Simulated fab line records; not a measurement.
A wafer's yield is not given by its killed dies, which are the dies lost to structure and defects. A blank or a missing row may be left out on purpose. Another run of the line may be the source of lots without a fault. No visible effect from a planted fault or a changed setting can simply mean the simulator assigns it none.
Split-lot study || flow n5 finfet || 39 wafers read across 7 lots, on a route 1938 steps long

## SPLIT DETAILS
At N5_MOL_CONTACT_COAG_ALD_27 (deposits SiOC, target thk 17 nm, pulse time 1.5 s, time 2720 s), the setting ald cycles was moved away from the recipe's 340 on 12 of the 39 wafers read, by -13.8% to +10.6%. This setting was run at the recipe's value on the other wafers.

The split's own step is where the reading is taken.

## THE READING
SiOC_of_MOL_CONTACT_COAG_ALD_27.thk nm (the simulator's own value, which no gauge read), in nm, at N5_MOL_CONTACT_COAG_ALD_27 (deposits SiOC, target thk 17 nm, pulse time 1.5 s, time 2720 s). The file does not state a usual value for it. Here, 27 wafers ran the recipe; their average is 17.0 nm with a standard deviation of 0.083 nm.

{"wafer": "L074.1", "tool, chamber at the split": "ald sin-04, 2,0,3,2,3", "ald cycles as run": 340, "against the recipe": "recipe", "SiOC_of_MOL_CONTACT_COAG_ALD_27.thk nm, nm": 17, "against lot-mates on the recipe": "-"}
{"wafer": "L074.2", "tool, chamber at the split": "ald sin-04, 2,0,3,2,3", "ald cycles as run": 340, "against the recipe": "recipe", "SiOC_of_MOL_CONTACT_COAG_ALD_27.thk nm, nm": 17, "against lot-mates on the recipe": "-"}
{"wafer": "L074.4", "tool, chamber at the split": "ald sin-04, 2,0,3,2,3", "ald cycles as run": 340, "against the recipe": "recipe", "SiOC_of_MOL_CONTACT_COAG_ALD_27.thk nm, nm": 17, "against lot-mates on the recipe": "-"}
{"wafer": "L074.5", "tool, chamber at the split": "ald sin-04, 2,0,3,2,3", "ald cycles as run": 340, "against the recipe": "recipe", "SiOC_of_MOL_CONTACT_COAG_ALD_27.thk nm, nm": 17, "against lot-mates on the recipe": "-"}
{"wafer": "L074.6", "tool, chamber at the split": "ald sin-04, 2,0,3,2,3", "ald cycles as run": 340, "against the recipe": "recipe", "SiOC_of_MOL_CONTACT_COAG_ALD_27.thk nm, nm": 17, "against lot-mates on the recipe": "-"}
{"wafer": "L074.3", "tool, chamber at the split": "ald sin-04, 1", "ald cycles as run": 340, "against the recipe": "recipe", "SiOC_of_MOL_CONTACT_COAG_ALD_27.thk nm, nm": 17.2, "against lot-mates on the recipe": "-"}
{"wafer": "L076.1", "tool, chamber at the split": "ald sin-04, 0,3", "ald cycles as run": 376, "against the recipe": "+10.6%", "SiOC_of_MOL_CONTACT_COAG_ALD_27.thk nm, nm": 18.8, "against lot-mates on the recipe": "+1.6"}
{"wafer": "L076.4", "tool, chamber at the split": "ald sin-04, 0,3", "ald cycles as run": 376, "against the recipe": "+10.6%", "SiOC_of_MOL_CONTACT_COAG_ALD_27.thk nm, nm": 18.8, "against lot-mates on the recipe": "+1.6"}
{"wafer": "L076.2", "tool, chamber at the split": "ald sin-04, 2,1,2", "ald cycles as run": 340, "against the recipe": "recipe", "SiOC_of_MOL_CONTACT_COAG_ALD_27.thk nm, nm": 17.2, "against lot-mates on the recipe": "-"}
{"wafer": "L076.3", "tool, chamber at the split": "ald sin-04, 2,1,2", "ald cycles as run": 340, "against the recipe": "recipe", "SiOC_of_MOL_CONTACT_COAG_ALD_27.thk nm, nm": 17.2, "against lot-mates on the recipe": "-"}
{"wafer": "L076.6", "tool, chamber at the split": "ald sin-04, 2,1,2", "ald cycles as run": 340, "against the recipe": "recipe", "SiOC_of_MOL_CONTACT_COAG_ALD_27.thk nm, nm": 17.2, "against lot-mates on the recipe": "-"}
{"wafer": "L076.5", "tool, chamber at the split": "ald sin-04, 1", "ald cycles as run": 376, "against the recipe": "+10.6%", "SiOC_of_MOL_CONTACT_COAG_ALD_27.thk nm, nm": 19, "against lot-mates on the recipe": "+1.8"}
{"wafer": "L077.1", "tool, chamber at the split": "ald sin-02, 1,2,2", "ald cycles as run": 356, "against the recipe": "+4.7%", "SiOC_of_MOL_CONTACT_COAG_ALD_27.thk nm, nm": 17.8, "against lot-mates on the recipe": "+0.8"}
{"wafer": "L077.4", "tool, chamber at the split": "ald sin-02, 1,2,2", "ald cycles as run": 356, "against the recipe": "+4.7%", "SiOC_of_MOL_CONTACT_COAG_ALD_27.thk nm, nm": 17.8, "against lot-mates on the recipe": "+0.8"}
{"wafer": "L077.6", "tool, chamber at the split": "ald sin-02, 1,2,2", "ald cycles as run": 356, "against the recipe": "+4.7%", "SiOC_of_MOL_CONTACT_COAG_ALD_27.thk nm, nm": 17.8, "against lot-mates on the recipe": "+0.8"}
{"wafer": "L077.2", "tool, chamber at the split": "ald sin-02, 3,0,3", "ald cycles as run": 340, "against the recipe": "recipe", "SiOC_of_MOL_CONTACT_COAG_ALD_27.thk nm, nm": 17, "against lot-mates on the recipe": "-"}
{"wafer": "L077.3", "tool, chamber at the split": "ald sin-02, 3,0,3", "ald cycles as run": 340, "against the recipe": "recipe", "SiOC_of_MOL_CONTACT_COAG_ALD_27.thk nm, nm": 17, "against lot-mates on the recipe": "-"}
{"wafer": "L077.5", "tool, chamber at the split": "ald sin-02, 3,0,3", "ald cycles as run": 340, "against the recipe": "recipe", "SiOC_of_MOL_CONTACT_COAG_ALD_27.thk nm, nm": 17, "against lot-mates on the recipe": "-"}
{"wafer": "L079.1", "tool, chamber at the split": "ald sin-01, 1", "ald cycles as run": 358, "against the recipe": "+5.3%", "SiOC_of_MOL_CONTACT_COAG_ALD_27.thk nm, nm": 18, "against lot-mates on the recipe": "+1.0"}
{"wafer": "L079.2", "tool, chamber at the split": "ald sin-01, 2,3,1", "ald cycles as run": 340, "against the recipe": "recipe", "SiOC_of_MOL_CONTACT_COAG_ALD_27.thk nm, nm": 17, "against lot-mates on the recipe": "-"}
{"wafer": "L079.4", "tool, chamber at the split": "ald sin-01, 2,3,1", "ald cycles as run": 340, "against the recipe": "recipe", "SiOC_of_MOL_CONTACT_COAG_ALD_27.thk nm, nm": 17, "against lot-mates on the recipe": "-"}
{"wafer": "L079.5", "tool, chamber at the split": "ald sin-01, 2,3,1", "ald cycles as run": 340, "against the recipe": "recipe", "SiOC_of_MOL_CONTACT_COAG_ALD_27.thk nm, nm": 17, "against lot-mates on the recipe": "-"}
{"wafer": "L079.3", "tool, chamber at the split": "ald sin-01, 0,2", "ald cycles as run": 358, "against the recipe": "+5.3%", "SiOC_of_MOL_CONTACT_COAG_ALD_27.thk nm, nm": 17.8, "against lot-mates on the recipe": "+0.8"}
{"wafer": "L079.6", "tool, chamber at the split": "ald sin-01, 0,2", "ald cycles as run": 358, "against the recipe": "+5.3%", "SiOC_of_MOL_CONTACT_COAG_ALD_27.thk nm, nm": 17.8, "against lot-mates on the recipe": "+0.8"}
{"wafer": "L085.1", "tool, chamber at the split": "ald sin-04, 0,2", "ald cycles as run": 340, "against the recipe": "recipe", "SiOC_of_MOL_CONTACT_COAG_ALD_27.thk nm, nm": 17, "against lot-mates on the recipe": "-"}
{"wafer": "L085.2", "tool, chamber at the split": "ald sin-04, 0,2", "ald cycles as run": 340, "against the recipe": "recipe", "SiOC_of_MOL_CONTACT_COAG_ALD_27.thk nm, nm": 17, "against lot-mates on the recipe": "-"}
{"wafer": "L085.3", "tool, chamber at the split": "ald sin-04, 1", "ald cycles as run": 293, "against the recipe": "-13.8%", "SiOC_of_MOL_CONTACT_COAG_ALD_27.thk nm, nm": 14.8, "against lot-mates on the recipe": -2.1}
{"wafer": "L085.6", "tool, chamber at the split": "ald sin-04, 1", "ald cycles as run": 293, "against the recipe": "-13.8%", "SiOC_of_MOL_CONTACT_COAG_ALD_27.thk nm, nm": 14.8, "against lot-mates on the recipe": -2.1}
{"wafer": "L085.4", "tool, chamber at the split": "ald sin-04, 3", "ald cycles as run": 293, "against the recipe": "-13.8%", "SiOC_of_MOL_CONTACT_COAG_ALD_27.thk nm, nm": 14.6, "against lot-mates on the recipe": -2.3}
{"wafer": "L085.5", "tool, chamber at the split": "ald sin-04, 0", "ald cycles as run": 340, "against the recipe": "recipe", "SiOC_of_MOL_CONTACT_COAG_ALD_27.thk nm, nm": 16.8, "against lot-mates on the recipe": "-"}
{"wafer": "L090.1", "tool, chamber at the split": "ald sin-02, 2,3,0,1,1,2", "ald cycles as run": 340, "against the recipe": "recipe", "SiOC_of_MOL_CONTACT_COAG_ALD_27.thk nm, nm": 17, "against lot-mates on the recipe": "-"}
{"wafer": "L090.2", "tool, chamber at the split": "ald sin-02, 2,3,0,1,1,2", "ald cycles as run": 340, "against the recipe": "recipe", "SiOC_of_MOL_CONTACT_COAG_ALD_27.thk nm, nm": 17, "against lot-mates on the recipe": "-"}
{"wafer": "L090.3", "tool, chamber at the split": "ald sin-02, 2,3,0,1,1,2", "ald cycles as run": 340, "against the recipe": "recipe", "SiOC_of_MOL_CONTACT_COAG_ALD_27.thk nm, nm": 17, "against lot-mates on the recipe": "-"}
{"wafer": "L090.4", "tool, chamber at the split": "ald sin-02, 2,3,0,1,1,2", "ald cycles as run": 340, "against the recipe": "recipe", "SiOC_of_MOL_CONTACT_COAG_ALD_27.thk nm, nm": 17, "against lot-mates on the recipe": "-"}
{"wafer": "L090.5", "tool, chamber at the split": "ald sin-02, 2,3,0,1,1,2", "ald cycles as run": 340, "against the recipe": "recipe", "SiOC_of_MOL_CONTACT_COAG_ALD_27.thk nm, nm": 17, "against lot-mates on the recipe": "-"}
{"wafer": "L090.6", "tool, chamber at the split": "ald sin-02, 2,3,0,1,1,2", "ald cycles as run": 340, "against the recipe": "recipe", "SiOC_of_MOL_CONTACT_COAG_ALD_27.thk nm, nm": 17, "against lot-mates on the recipe": "-"}
{"wafer": "L091.4", "tool, chamber at the split": "ald sin-02, 2,2,1", "ald cycles as run": 340, "against the recipe": "recipe", "SiOC_of_MOL_CONTACT_COAG_ALD_27.thk nm, nm": 17, "against lot-mates on the recipe": "-"}
{"wafer": "L091.5", "tool, chamber at the split": "ald sin-02, 2,2,1", "ald cycles as run": 340, "against the recipe": "recipe", "SiOC_of_MOL_CONTACT_COAG_ALD_27.thk nm, nm": 17, "against lot-mates on the recipe": "-"}
{"wafer": "L091.6", "tool, chamber at the split": "ald sin-02, 2,2,1", "ald cycles as run": 340, "against the recipe": "recipe", "SiOC_of_MOL_CONTACT_COAG_ALD_27.thk nm, nm": 17, "against lot-mates on the recipe": "-"}
If several chambers appear in one row, that row covers several wafers at once and the file leaves open which wafer was in which chamber.

THE FIT
A straight line over all 39 wafers: SiOC_of_MOL_CONTACT_COAG_ALD_27.thk nm changes by +0.168 nm for each +1% of ald cycles; r = +1.00; the points scatter about the line by 0.088 nm.
The same after taking each lot's own level away (the mean of its wafers on the recipe; 39 wafers): +0.16 nm for each +1%; r = +1.00; scatter 0.064 nm.
On that fit, the largest move of ald cycles shifts the reading by 2.2 nm.
The lots' own levels span 16.93 to 17.20 nm, that is 3.2 times the standard deviation above.
The two slopes agree, so the slope changes little with the lot-to-lot level.
Check: with one of the wafers moved furthest among these (-13.8%) left out of the fit, the line predicts -2.22 nm for it against its lot-mates. It came out at -2.13 nm against them.

## OTHER SPLITS APPLIED TO THESE WAFERS
Before the reading, these wafers also passed through other splits. Each is held against what the fit with the lots' levels taken away leaves over:
{"other split on the same wafers": "N5_FIN_CUT_CUT_ETCH_26 target depth a", "wafers away from the commonest value": 18, "r with SiOC_of_MOL_CONTACT_COAG_ALD_27.thk nm (lot level and that fit taken away)": -0.14}
{"other split on the same wafers": "N5_DUMMY_GATE_ETCH_32 time s", "wafers away from the commonest value": 18, "r with SiOC_of_MOL_CONTACT_COAG_ALD_27.thk nm (lot level and that fit taken away)": "+0.22"}
{"other split on the same wafers": "N5_HKMG_FIN_ETCH_58 target depth a", "wafers away from the commonest value": 6, "r with SiOC_of_MOL_CONTACT_COAG_ALD_27.thk nm (lot level and that fit taken away)": "+0.02"}
{"other split on the same wafers": "N5_MOL_CONTACT_COAG_IMPLANT_129 energy kev", "wafers away from the commonest value": 12, "r with SiOC_of_MOL_CONTACT_COAG_ALD_27.thk nm (lot level and that fit taken away)": "+0.06"}

## FILE'S OWN FIT
SiOC_of_MOL_CONTACT_COAG_ALD_27.thk nm changes by +0.16 nm for each +1% of ald cycles, r = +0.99.
